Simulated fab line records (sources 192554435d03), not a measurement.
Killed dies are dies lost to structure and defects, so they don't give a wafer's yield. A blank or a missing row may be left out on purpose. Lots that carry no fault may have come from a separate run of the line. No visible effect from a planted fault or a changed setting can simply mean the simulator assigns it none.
Lot-split experiment | flow n5_finfet | route with 1938 steps; 7 lots, 21 wafers read

== SPLIT DETAILS ==
At N5_SD_EPI_P_PEB_07 (peb time 60 s), the setting peb_time_s was moved away from the recipe's 60 s on 8 of the 21 wafers read, by -14.5% to +16.9%. This setting was run at the recipe's value on the other wafers.

== THE PATH FROM SPLIT TO READING: the file shows 1 step between them ==
- N5_SD_EPI_P_DEVELOP_08: develop time 30 s

== THE READING ==
Shown in nm: cd_nm at N5_SD_EPI_P_CD_MEAS_09, with target cd 240 nm. Fault-free wafers of this fab line usually give 240.0 nm, standard deviation 0.62 nm.

wafer  | tool, chamber at the split | peb_time_s as run, s | against the recipe | cd_nm, nm | against lot-mates on the recipe
L075.1 | litho_track-05, 0          | 60                   | recipe             | 240.0     | -
L075.3 | litho_track-05, 0          | 63.56                | +5.9%              | 241.7     | +1.7
L075.6 | litho_track-05, 0          | 63.56                | +5.9%              | 242.1     | +2.1
L080.1 | litho_track-02, 0          | 60                   | recipe             | 240.6     | -
L080.2 | litho_track-02, 0          | 60                   | recipe             | 240.2     | -
L080.4 | litho_track-02, 0          | 51.3                 | -14.5%             | 234.1     | -6.3
L082.2 | litho_track-05, 0          | 52.61                | -12.3%             | 235.5     | -4.9
L082.4 | litho_track-05, 0          | 52.61                | -12.3%             | 235.0     | -5.4
L082.6 | litho_track-05, 0          | 60                   | recipe             | 240.4     | -
L091.2 | litho_track-05, 0          | 60                   | recipe             | 240.1     | -
L091.3 | litho_track-05, 0          | 60                   | recipe             | 240.2     | -
L091.4 | litho_track-05, 0          | 53.89                | -10.2%             | 236.0     | -4.1
L095.2 | litho_track-05, 0          | 60                   | recipe             | 240.1     | -
L095.3 | litho_track-05, 0          | 60                   | recipe             | 239.3     | -
L095.4 | litho_track-05, 0          | 60                   | recipe             | 239.5     | -
L097.1 | litho_track-02, 0          | 60                   | recipe             | 240.1     | -
L097.2 | litho_track-02, 0          | 60                   | recipe             | 241.9     | -
L097.3 | litho_track-02, 0          | 64.16                | +6.9%              | 243.8     | +2.8
L096.1 | litho_track-04, 0          | 60                   | recipe             | 238.6     | -
L096.4 | litho_track-04, 0          | 60                   | recipe             | 239.1     | -
L096.5 | litho_track-04, 0          | 70.11                | +16.9%             | 245.9     | +7.1

FIT RESULTS
A straight line over all 21 wafers: cd_nm changes by +0.384 nm for each +1% of peb_time_s; r = +0.97; the points scatter about the line by 0.72 nm.
The same after taking each lot's own level away (the mean of its wafers on the recipe; 21 wafers): +0.412 nm for each +1%; r = +0.99; scatter 0.4 nm.
On that fit, the largest move of peb_time_s shifts the reading by 6.9 nm.
The lots' own levels span 238.85 to 241.00 nm, that is 3.5 times the standard deviation above.
So the lot-to-lot level changes the slope little: the two slopes agree.
Check: for one of the wafers moved furthest among these (+16.9%), held out of the fit, the line's prediction against its lot-mates is +6.78 nm. Against them it came out at +7.05 nm.

== OTHER SPLITS APPLIED TO THESE WAFERS ==
Note: prior to the reading, these wafers also went through further splits. Each is held against what the fit with the lots' levels taken away leaves over:
other split on the same wafers | wafers away from the commonest value | r with cd_nm (lot level and that fit taken away)
N5_WELL_APT_COAT_02 spin_rpm   | 8                                    | +0.01
N5_WELL_APT_PEB_06 peb_time_s  | 10                                   | +0.23
N5_FIN_CUT_EXPOSE_05 dose_mj   | 7                                    | -0.10
N5_FIN_CUT_ETCH_21 time_s      | 8                                    | +0.33
N5_SD_EPI_N_COAT_03 spin_rpm   | 8                                    | +0.07

== THE WHOLE CHAIN: every reading that the file lists as answering this split, in the file's order ==
step                   | what it does                                     | reading                                                         | change (the file's fit)               | r (the file's)
N5_SD_EPI_P_CD_MEAS_09 | target cd 240 nm                                 | cd_nm                                                           | +0.414 nm for each +1% of the setting | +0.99
N5_SD_EPI_P_DESCUM_14  | chemistry O2, time 7.9 s                         | SD_EPI_P.cd_nm (the simulator's own value, which no gauge read) | +0.404 nm for each +1% of the setting | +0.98
N5_SD_EPI_P_ETCH_37    | etches SOC in N2/H2, overetch 108 nm, time 486 s | SD_EPI_P.cd_nm (the simulator's own value, which no gauge read) | +0.512 nm for each +1% of the setting | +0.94
N5_SD_EPI_P_ETCH_47    | etches SiOCN in CH3F/O2, target depth 25 nm      | SD_EPI_P.cd_nm (the simulator's own value, which no gauge read) | +0.517 nm for each +1% of the setting | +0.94

== THE FILE'S OWN FIT ==
cd_nm changes by +0.414 nm for each +1% of peb_time_s, r = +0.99.
